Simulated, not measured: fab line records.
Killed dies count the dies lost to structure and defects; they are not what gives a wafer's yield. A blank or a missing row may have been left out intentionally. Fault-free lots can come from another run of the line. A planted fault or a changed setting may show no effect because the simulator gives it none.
Chamber matching ; flow nand-harc ; 4 sister chambers for NHARC_A_CHANNEL_FILL_D2_CMP_10 on cmp-04
The step polishes, target thk 150 nm. 8 wafers are shown with their chamber, then 12 later ones without.

== EACH WAFER AND ITS CHAMBER ==
wafer;chamber;motor-current-A (A);time-to-endpoint-s (s)
L078.3;0;10.6;18.9
L081.5;2;13.6;15.8
L081.6;3;9.3;14.1
L082.2;2;14.1;15.9
L082.6;0;11.0;15.1
L085.1;3;9.6;14.1
L085.2;1;13.6;17.5
L085.5;1;12.7;14.8

== WAFERS WITHOUT THEIR CHAMBER ==
wafer;motor-current-A (A);time-to-endpoint-s (s)
L088.2;11.3;13.8
L088.4;13.5;15.2
L088.5;9.2;15.1
L090.2;13.2;15.6
L090.3;9.1;16.3
L090.4;12.3;15.3
L092.1;9.6;14.8
L092.3;10.8;17.0
L092.6;12.8;15.1
L096.2;10.5;11.6
L096.5;11.2;14.9
L096.6;8.8;15.1

== EACH ONE'S CHAMBER ==
wafer;from the rows above;in truth
L088.2;0;0
L088.4;can't be placed: 2 or 1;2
L088.5;3;3
L090.2;can't be placed: 1 or 2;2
L090.3;3;3
L090.4;can't be placed: 1 or 2 or 0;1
L092.1;3;3
L092.3;0;0
L092.6;can't be placed: 1 or 2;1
L096.2;can't be placed: 3 or 0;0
L096.5;0;0
L096.6;3;3
7 of 12 placed correctly. Unplaceable from these rows: 5, with the true chamber sitting among the candidates in 5. 0 placed wrongly.
How it was worked out, from the rows above alone: a wafer's distance from a chamber is the root of the sum, over the readings, of the square of ((its reading less the chamber's mean) divided by the reading's scatter). If the next closest chamber is less than 2 further off than the closest, the wafer can't be placed; otherwise it belongs to the closest. Each chamber's mean is taken over the wafers shown for it. The scatter: take each reading less its chamber's mean, square it, sum over the shown wafers, divide by the number of wafers less the number of chambers, and take the root.
